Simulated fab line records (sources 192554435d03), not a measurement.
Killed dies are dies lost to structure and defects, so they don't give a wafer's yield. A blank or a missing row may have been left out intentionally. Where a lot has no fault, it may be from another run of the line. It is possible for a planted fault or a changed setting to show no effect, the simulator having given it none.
2 desks, one fault :: flow n5 finfet :: numbers are kept per desk, each desk with only its own; the story behind them comes last

== THE DEFECT DESK ==
Counts from the inspections along the route, per lot, as means over the sampled wafers that have a number. If a lot's mean is further than 4 standard deviations from the usual mean, the lot is out of limits and carries the mark OUT (the distance appears in the brackets).
Columns: A = raw defect count at N5_BEOL_M13_INSPECT_55, usual 68
lot: L299
first seen here: day 11 10:25
A: 76

lot: L300
first seen here: day 12 03:17
A: 33

lot: L302
first seen here: day 12 11:01
A: 69

lot: L305
first seen here: day 12 11:28
A: 74

lot: L303
first seen here: day 13 02:03
A: 46

lot: L304
first seen here: day 13 02:23
A: 78

lot: L308
first seen here: day 13 18:34
A: 64

lot: L307
first seen here: day 13 18:51
A: 101

lot: L310
first seen here: day 15 02:36
A: 41

lot: L315
first seen here: day 15 16:59
A: 56

lot: L317
first seen here: day 16 15:10
A: 321 (+11) OUT

lot: L320
first seen here: day 17 13:33
A: 48
This desk finds L317 out of limits, L317 being first, at day 16 15:10 (raw defect count at N5_BEOL_M13_INSPECT_55). L299, L300, L302, L305, L303, L304, L308, L307, L310, L315, L320 stayed within limits.

== FOR THE TOOL OWNER'S DESK: pecvd-01 ==
The tool's own readings at N5_BEOL_M13_DEP_53 (deposits SiCN from 3MS/NH3, target thk 50 nm, time 17.8 s): means of the sampled wafers that have a number, for each lot that ran on this tool. If a lot's mean is further than 4 standard deviations from the usual mean, the lot is out of limits and carries the mark OUT (the distance appears in the brackets).
Columns: A = showerhead plenum p Torr at N5_BEOL_M13_DEP_53, usual 4.171 Torr; B = throttle valve pct at N5_BEOL_M13_DEP_53, usual 18.6 %
lot: L299
first seen here: day 11 10:19
A: 4.184
B: 18.9

lot: L300
first seen here: day 12 03:11
A: 4.149
B: 18.7

lot: L310
first seen here: day 15 02:31
A: 4.159
B: 19.6

lot: L317
first seen here: day 16 15:04
A: 4.172
B: 19.9
This desk's finding: nothing out of limits on any of the 4 lots.

== ALL TOGETHER ==
The defect desk could have raised an alarm at day 16 15:10, on L317.
The tool owner's desk saw nothing out of limits.
The tool owner's desk has L317 on record, within its limits.
Every lot named ran N5_BEOL_M13_DEP_53 on pecvd-01.

== WHAT THE SIMULATOR PUT IN ==
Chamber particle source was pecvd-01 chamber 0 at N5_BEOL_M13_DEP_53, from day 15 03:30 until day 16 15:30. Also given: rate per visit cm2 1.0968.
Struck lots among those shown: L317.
Hours from the fault's start to each desk's first reading out of limits: the defect desk, 36.
